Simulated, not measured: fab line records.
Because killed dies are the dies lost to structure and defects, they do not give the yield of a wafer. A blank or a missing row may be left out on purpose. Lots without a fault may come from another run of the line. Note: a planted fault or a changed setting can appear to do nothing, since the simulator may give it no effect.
The tool behind it: which one? || flow n5-finfet || 11 lots, 33 wafers sampled, at 4 steps of a route of 1938

WHAT THE GAUGES READ, wafer by wafer
N5_BEOL_M9_RS_MEAS_57: measures by four-point-probe.
{"lot": "L649", "measured": "day 10 02:31", "on": "film-metro-01", "M9_RS (ohm/sq)": "0.145 0.147 0.144"}
{"lot": "L651", "measured": "day 10 08:24", "on": "film-metro-02", "M9_RS (ohm/sq)": "0.152 0.149 0.158"}
{"lot": "L650", "measured": "day 10 13:22", "on": "film-metro-01", "M9_RS (ohm/sq)": "0.152 0.151 0.152"}
{"lot": "L652", "measured": "day 10 21:25", "on": "film-metro-02", "M9_RS (ohm/sq)": "0.151 0.157 0.151"}
{"lot": "L655", "measured": "day 11 11:53", "on": "film-metro-01", "M9_RS (ohm/sq)": "0.146 0.146 0.147"}
{"lot": "L662", "measured": "day 13 17:32", "on": "film-metro-02", "M9_RS (ohm/sq)": "0.153 0.152 0.151"}
{"lot": "L669", "measured": "day 14 23:04", "on": "film-metro-01", "M9_RS (ohm/sq)": "0.148 0.151 0.150"}
{"lot": "L668", "measured": "day 15 02:37", "on": "film-metro-02", "M9_RS (ohm/sq)": "0.151 0.147 0.154"}
{"lot": "L670", "measured": "day 15 05:07", "on": "film-metro-02", "M9_RS (ohm/sq)": "0.156 0.149 0.147"}
{"lot": "L671", "measured": "day 15 19:52", "on": "film-metro-02", "M9_RS (ohm/sq)": "0.149 0.157 0.146"}
{"lot": "L672", "measured": "day 15 20:52", "on": "film-metro-02", "M9_RS (ohm/sq)": "0.158 0.152 0.150"}

N5_BEOL_M10_OVL_MEAS_12.
{"lot": "L649", "measured": "day 10 04:41", "on": "overlay-02", "M10_OVL (nm)": "0.8 -0.3 -0.2"}
{"lot": "L651", "measured": "day 10 11:34", "on": "overlay-01", "M10_OVL (nm)": "-0.1 0.9 0.9"}
{"lot": "L650", "measured": "day 10 15:50", "on": "overlay-02", "M10_OVL (nm)": "-1.3 -1.3 -0.9"}
{"lot": "L652", "measured": "day 11 02:19", "on": "overlay-02", "M10_OVL (nm)": "-0.6 -0.1 -0.2"}
{"lot": "L655", "measured": "day 11 14:14", "on": "overlay-02", "M10_OVL (nm)": "-0.3 0.0 0.3"}
{"lot": "L662", "measured": "day 13 18:56", "on": "overlay-02", "M10_OVL (nm)": "1.0 0.8 0.2"}
{"lot": "L669", "measured": "day 15 01:25", "on": "overlay-02", "M10_OVL (nm)": "1.4 0.8 0.7"}
{"lot": "L668", "measured": "day 15 05:54", "on": "overlay-01", "M10_OVL (nm)": "-0.7 0.6 0.7"}
{"lot": "L670", "measured": "day 15 06:47", "on": "overlay-01", "M10_OVL (nm)": "0.0 -0.1 -0.1"}
{"lot": "L671", "measured": "day 15 21:46", "on": "overlay-01", "M10_OVL (nm)": "1.4 1.0 1.4"}
{"lot": "L672", "measured": "day 15 22:33", "on": "overlay-01", "M10_OVL (nm)": "0.1 -0.2 -0.2"}

N5_BEOL_M10_CD_MEAS_18: pitch 140 nm, target cd 70 nm.
{"lot": "L649", "measured": "day 10 05:38", "on": "cd-sem-03", "cd-nm (nm)": "70.8 69.3 70.7"}
{"lot": "L651", "measured": "day 10 12:04", "on": "cd-sem-03", "cd-nm (nm)": "70.3 69.4 70.1"}
{"lot": "L650", "measured": "day 10 16:20", "on": "cd-sem-01", "cd-nm (nm)": "71.4 70.2 70.6"}
{"lot": "L652", "measured": "day 11 03:01", "on": "cd-sem-01", "cd-nm (nm)": "70.3 69.6 69.6"}
{"lot": "L655", "measured": "day 11 15:22", "on": "cd-sem-02", "cd-nm (nm)": "70.9 69.7 69.8"}
{"lot": "L662", "measured": "day 13 19:31", "on": "cd-sem-02", "cd-nm (nm)": "69.9 69.2 68.9"}
{"lot": "L669", "measured": "day 15 02:11", "on": "cd-sem-02", "cd-nm (nm)": "70.3 71.1 70.3"}
{"lot": "L668", "measured": "day 15 06:25", "on": "cd-sem-01", "cd-nm (nm)": "69.2 69.8 69.7"}
{"lot": "L670", "measured": "day 15 07:42", "on": "cd-sem-03", "cd-nm (nm)": "69.9 70.1 69.9"}
{"lot": "L671", "measured": "day 15 22:25", "on": "cd-sem-01", "cd-nm (nm)": "68.4 68.9 68.2"}
{"lot": "L672", "measured": "day 15 23:04", "on": "cd-sem-01", "cd-nm (nm)": "70.4 69.3 70.2"}

EACH LOT AND THE TOOL THAT RAN IT (in order: tool; ch and the chambers of the sampled wafers; start)
{"lot": "L649", "N5_BEOL_M10_ETCH_61": "rie-diel-06 ch 1,2,3, day 10 05:13"}
{"lot": "L651", "N5_BEOL_M10_ETCH_61": "rie-diel-03 ch 0,1, day 10 11:39"}
{"lot": "L650", "N5_BEOL_M10_ETCH_61": "rie-diel-03 ch 0,1,2, day 10 15:56"}
{"lot": "L652", "N5_BEOL_M10_ETCH_61": "rie-diel-02 ch 0,1,3, day 11 02:35"}
{"lot": "L655", "N5_BEOL_M10_ETCH_61": "rie-diel-06 ch 0,1,3, day 11 14:56"}
{"lot": "L662", "N5_BEOL_M10_ETCH_61": "rie-diel-03 ch 0,2,3, day 13 19:05"}
{"lot": "L669", "N5_BEOL_M10_ETCH_61": "rie-diel-03 ch 2,3, day 15 01:46"}
{"lot": "L668", "N5_BEOL_M10_ETCH_61": "rie-diel-02 ch 0,1,2, day 15 05:59"}
{"lot": "L670", "N5_BEOL_M10_ETCH_61": "rie-diel-06 ch 1,2,3, day 15 07:17"}
{"lot": "L671", "N5_BEOL_M10_ETCH_61": "rie-diel-02 ch 2,3, day 15 21:51"}
{"lot": "L672", "N5_BEOL_M10_ETCH_61": "rie-diel-02 ch 0,1,3, day 15 22:39"}
- N5_BEOL_M10_ETCH_61: etches SiARC in CF4, target depth 39 nm, time 65 s.

WHAT THE TOOLS THEMSELVES READ (means of the sampled wafers that have a number; where no wafer has one, the mark that the record gives instead)
N5_BEOL_M10_ETCH_61.
{"lot": "L649", "tool": "rie-diel-06", "drypump-motor-current-A (A)": 5.7, "etch-rf-on-time-s (s)": 65.2, "oes-product-au (a.u.)": 0.68, "rf-vpp-V (V)": 184.3, "showerhead-plenum-p-Torr (Torr)": 2.15, "throttle-valve-pct (%)": 15.61}
{"lot": "L651", "tool": "rie-diel-03", "drypump-motor-current-A (A)": 5.5, "etch-rf-on-time-s (s)": 64.0, "oes-product-au (a.u.)": 0.63, "rf-vpp-V (V)": 183.6, "showerhead-plenum-p-Torr (Torr)": 2.10, "throttle-valve-pct (%)": 15.69}
{"lot": "L650", "tool": "rie-diel-03", "drypump-motor-current-A (A)": 5.6, "etch-rf-on-time-s (s)": 64.0, "oes-product-au (a.u.)": 0.61, "rf-vpp-V (V)": 184.4, "showerhead-plenum-p-Torr (Torr)": 2.12, "throttle-valve-pct (%)": 15.68}
{"lot": "L652", "tool": "rie-diel-02", "drypump-motor-current-A (A)": 5.7, "etch-rf-on-time-s (s)": 65.9, "oes-product-au (a.u.)": 0.60, "rf-vpp-V (V)": 183.9, "showerhead-plenum-p-Torr (Torr)": 2.14, "throttle-valve-pct (%)": 15.94}
{"lot": "L655", "tool": "rie-diel-06", "drypump-motor-current-A (A)": 5.5, "etch-rf-on-time-s (s)": 75.4, "oes-product-au (a.u.)": 0.57, "rf-vpp-V (V)": 183.9, "showerhead-plenum-p-Torr (Torr)": 2.12, "throttle-valve-pct (%)": 15.73}
{"lot": "L662", "tool": "rie-diel-03", "drypump-motor-current-A (A)": 5.9, "etch-rf-on-time-s (s)": 65.0, "oes-product-au (a.u.)": 0.70, "rf-vpp-V (V)": 183.5, "showerhead-plenum-p-Torr (Torr)": 2.13, "throttle-valve-pct (%)": 15.50}
{"lot": "L669", "tool": "rie-diel-03", "drypump-motor-current-A (A)": 6.0, "etch-rf-on-time-s (s)": 66.4, "oes-product-au (a.u.)": 0.70, "rf-vpp-V (V)": 184.9, "showerhead-plenum-p-Torr (Torr)": 2.20, "throttle-valve-pct (%)": 15.45}
{"lot": "L668", "tool": "rie-diel-02", "drypump-motor-current-A (A)": 5.6, "etch-rf-on-time-s (s)": 63.7, "oes-product-au (a.u.)": 0.81, "rf-vpp-V (V)": 183.9, "showerhead-plenum-p-Torr (Torr)": 2.13, "throttle-valve-pct (%)": 15.35}
{"lot": "L670", "tool": "rie-diel-06", "drypump-motor-current-A (A)": 5.6, "etch-rf-on-time-s (s)": 64.2, "oes-product-au (a.u.)": 0.72, "rf-vpp-V (V)": 183.9, "showerhead-plenum-p-Torr (Torr)": 2.14, "throttle-valve-pct (%)": 15.53}
{"lot": "L671", "tool": "rie-diel-02", "drypump-motor-current-A (A)": 5.5, "etch-rf-on-time-s (s)": 63.7, "oes-product-au (a.u.)": 0.80, "rf-vpp-V (V)": 183.0, "showerhead-plenum-p-Torr (Torr)": 2.10, "throttle-valve-pct (%)": 15.44}
{"lot": "L672", "tool": "rie-diel-02", "drypump-motor-current-A (A)": 5.7, "etch-rf-on-time-s (s)": 64.4, "oes-product-au (a.u.)": 0.80, "rf-vpp-V (V)": 183.5, "showerhead-plenum-p-Torr (Torr)": 2.13, "throttle-valve-pct (%)": 15.52}

THE ANSWER, worked out from the rows above alone
Rule: what is usual is taken from the lots themselves. The widest of any qualifying gaps counts: lots, ordered by their means at a reading, are off when they make up no more than a third of the lots, leave a main group of 4 or more, and stand apart from it by 3 or more times the standard deviation of that group's means. A main group is skipped when, at the precision printed for the reading in the tables above, its means are all equal. Also off: a lot with no number at a reading for which 4 or more lots have one. Any other lot the step has rows for is counted as sound. First the gauges in route order, then the tools' own readings, where a lot's mean is used as printed above. The first step at which some lot is off is used, and at that step the reading that is off furthest; a lot without a number counts as furthest.
Off: L655, at N5_BEOL_M10_ETCH_61 (etch-rf-on-time-s). Main group: mean 64.7 s, sd 0.89.
If a tool, at that step or one of the process steps before it, ran each lot that is off and ran no sound lot following the first of them, it fits. Of those tried, none fits.

WHAT THE SIMULATOR PUT IN
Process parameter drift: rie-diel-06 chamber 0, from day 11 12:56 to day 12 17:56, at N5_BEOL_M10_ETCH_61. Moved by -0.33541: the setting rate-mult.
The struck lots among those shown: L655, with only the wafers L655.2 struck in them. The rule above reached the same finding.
